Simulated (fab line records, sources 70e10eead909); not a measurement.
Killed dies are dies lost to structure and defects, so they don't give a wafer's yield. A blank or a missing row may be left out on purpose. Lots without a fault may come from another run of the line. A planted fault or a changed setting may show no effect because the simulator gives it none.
A struck lot beside a sound one | flow nand_harc | 41 steps out of a route of 1302
Sound: wafers L698.1, L698.5, L698.6. Struck: wafer L708.1. (L708.3, L708.4 of the same lot were not struck and are left out.) The cause comes at the end.
At each step with rows: each side's tool, then ch and its chambers, then its first start. Under that, the readings that differ: sound wafers | struck wafers | difference of the means | sigmas: that difference in standard deviations of wafers without a fault.
alike: readings whose means differ by less than 2 such deviations, and words and numbers that are the same on both sides. not compared: withheld readings, readings that some wafer has no value for, bounds like >300 that may hide the same value, and numbers for which the record gives no deviation and whose values overlap.
The two part at a step that has a row with sigmas, a row that says differs or no value, or rows on one side only. Numbers that don't overlap but have no deviation are shown without sigmas and don't part them. A reading that every wafer of one side lacks parts them only if that side has two wafers or more.

first, 1 step without rows for these wafers: NHARC_A_M1_DEVELOP_08 (develop time 35 s).
NHARC_A_M1_CD_MEAS_09: target cd 120 nm.
  sound on cd_sem-03 ch 0, day 23 13:56; struck on cd_sem-02 ch 0, day 27 11:52
  reading    | sound             | struck | difference | sigmas
  cd_nm (nm) | 120.5 120.8 121.0 | 119.9  | -0.9       | -2
NHARC_A_M1_OVL_MEAS_10: pitch 240 nm.
  sound on overlay-02, day 23 14:01; struck on overlay-02, day 27 11:57
  alike: overlay_x_nm, overlay_y_nm
NHARC_A_M1_INSPECT_11:
  sound on defect_inspect-01, day 23 14:04; struck on defect_inspect-01, day 27 11:59
  alike: raw_defect_count
then, 3 steps without rows for these wafers: NHARC_A_M1_DESCUM_14 (chemistry O2, time 3 s); NHARC_A_M1_ETCH_35 (etches the open film in N2/H2, target depth 40 nm, overetch 12 nm, time 43.94 s); NHARC_A_M1_ETCH_15 (etches the open film in C4F8/Ar, target depth 182.5 nm, time 91.2 s).
NHARC_A_M1_CD_MEAS_16:
  sound on cd_sem-02, day 23 14:25; struck on cd_sem-02, day 27 12:21
  alike: cd_nm
NHARC_A_M1_STRIP_18: strips in N2/H2.
  sound on rie_diel-01 ch 0,1,2, day 23 14:33; struck on rie_diel-01 ch 0, day 27 12:26
  alike: drypump_motor_current_A, oes_product_au, rf_vpp_V, showerhead_plenum_p_Torr, throttle_valve_pct
  not compared: rf_hours_counter_h
then, 3 steps without rows for these wafers: NHARC_A_M1_ETCH_28 (etches the open film in CF4/N2, target depth 30 nm, time 72.99 s); NHARC_A_M1_STRIP_19 (strips in post etch residue remover, time 600 s); NHARC_A_M1_DEGAS_29 (time 60 s).
NHARC_A_M1_PRE_CLEAN_30: time 30 s.
  sound on pvd_sputter-01, day 23 15:13; struck on pvd_sputter-01, day 27 13:07
  alike: heater_power_w
then, 5 steps without rows for these wafers: NHARC_A_M1_PVD_20 (deposits TaN, target thk 5 nm, time 8.06 s); NHARC_A_M1_PVD_21 (deposits Cu, target thk 30 nm, time 20.49 s); NHARC_A_M1_ECD_22 (material Cu, target thk 400 nm); NHARC_A_M1_ANNEAL_31 (time 90 s); NHARC_A_M1_CMP_23 (polishes, t overpolish 20 s, target thk 154.34 nm).
NHARC_A_M1_THK_MEAS_24: measures by xrf.
  sound on film_metro-01, day 23 16:32; struck on film_metro-01, day 27 14:31
  alike: thk_nm
then, 1 step without rows for these wafers: NHARC_A_M1_SRD_25.
NHARC_A_M1_PRE_CLEAN_32: time 12 s.
  sound on pecvd-01 ch 0,1, day 23 16:46; struck on pecvd-02 ch 2, day 27 14:45
  alike: heater_power_w
NHARC_A_M1_DEP_33: deposits SiCN, target thk 30 nm.
  sound on pecvd-01 ch 0,1, day 23 16:53; struck on pecvd-02 ch 2, day 27 14:52
  alike: heater_power_w
NHARC_A_BONDPAD_DEP_00: deposits SiCN, target thk 250 nm.
  sound on pecvd-04 ch 0,1, day 23 17:26; struck on pecvd-01 ch 1, day 27 15:25
  reading            | sound       | struck | difference | sigmas
  heater_power_w (W) | 531 642 429 | 749    | +215       | +2
then, 1 step without rows for these wafers: NHARC_A_BONDPAD_CMP_29 (polishes SiCN, target thk 200 nm).
NHARC_A_BONDPAD_THK_MEAS_30: measures by ellipsometry.
  sound on film_metro-02, day 23 18:03; struck on film_metro-02, day 27 16:02
  alike: thk_nm
then, 10 steps without rows for these wafers: NHARC_A_BONDPAD_SRD_31; NHARC_A_BONDPAD_DEHYDRATE_01 (time 120 s); NHARC_A_BONDPAD_HMDS_02 (time 30 s); NHARC_A_BONDPAD_COAT_33 (time 65 s); NHARC_A_BONDPAD_COAT_03 (resist thk 600 nm); NHARC_A_BONDPAD_SOFTBAKE_04 (time 70 s); NHARC_A_BONDPAD_EBR_05; NHARC_A_BONDPAD_EXPOSE_06 (exposes mask A BPAD); NHARC_A_BONDPAD_PEB_07 (peb time 80 s); NHARC_A_BONDPAD_DEVELOP_08 (time 50 s).
NHARC_A_BONDPAD_CD_MEAS_09: target cd 500 nm.
  sound on cd_sem-03 ch 0, day 23 18:29; struck on cd_sem-02 ch 0, day 27 16:28
  alike: cd_nm
NHARC_A_BONDPAD_OVL_MEAS_35:
  sound on overlay-01, day 23 18:35; struck on overlay-02, day 27 16:34
  reading           | sound    | struck | difference | sigmas
  overlay_x_nm (nm) | -6 -6 -6 | 10     | +16        | +2
  alike: overlay_y_nm
then, 2 steps without rows for these wafers: NHARC_A_BONDPAD_HARDBAKE_10 (time 65 s); NHARC_A_BONDPAD_DESCUM_11 (chemistry O2, time 3 s).
NHARC_A_BONDPAD_ETCH_34: etches the open film in N2/H2, target depth 60 nm, overetch 18 nm, time 65.91 s.
  sound on rie_diel-10 ch 0,1, day 23 18:47; struck on rie_diel-10 ch 3, day 27 16:47
  reading                | sound                | struck | difference | sigmas
  throttle_valve_pct (%) | 14.182 14.161 14.177 | 14.194 | +0.021     | +2
  alike: drypump_motor_current_A, oes_product_au, rf_vpp_V, showerhead_plenum_p_Torr
  not compared: rf_hours_counter_h
NHARC_END_SORT_01:
  the record has rows for the struck wafers here (prober-01 ch 0, day 28 20:34) and none for the sound ones

WHERE THEY PART
First at NHARC_A_M1_CD_MEAS_09; last, within this record, at NHARC_END_SORT_01.

WHY: what the simulator had put in
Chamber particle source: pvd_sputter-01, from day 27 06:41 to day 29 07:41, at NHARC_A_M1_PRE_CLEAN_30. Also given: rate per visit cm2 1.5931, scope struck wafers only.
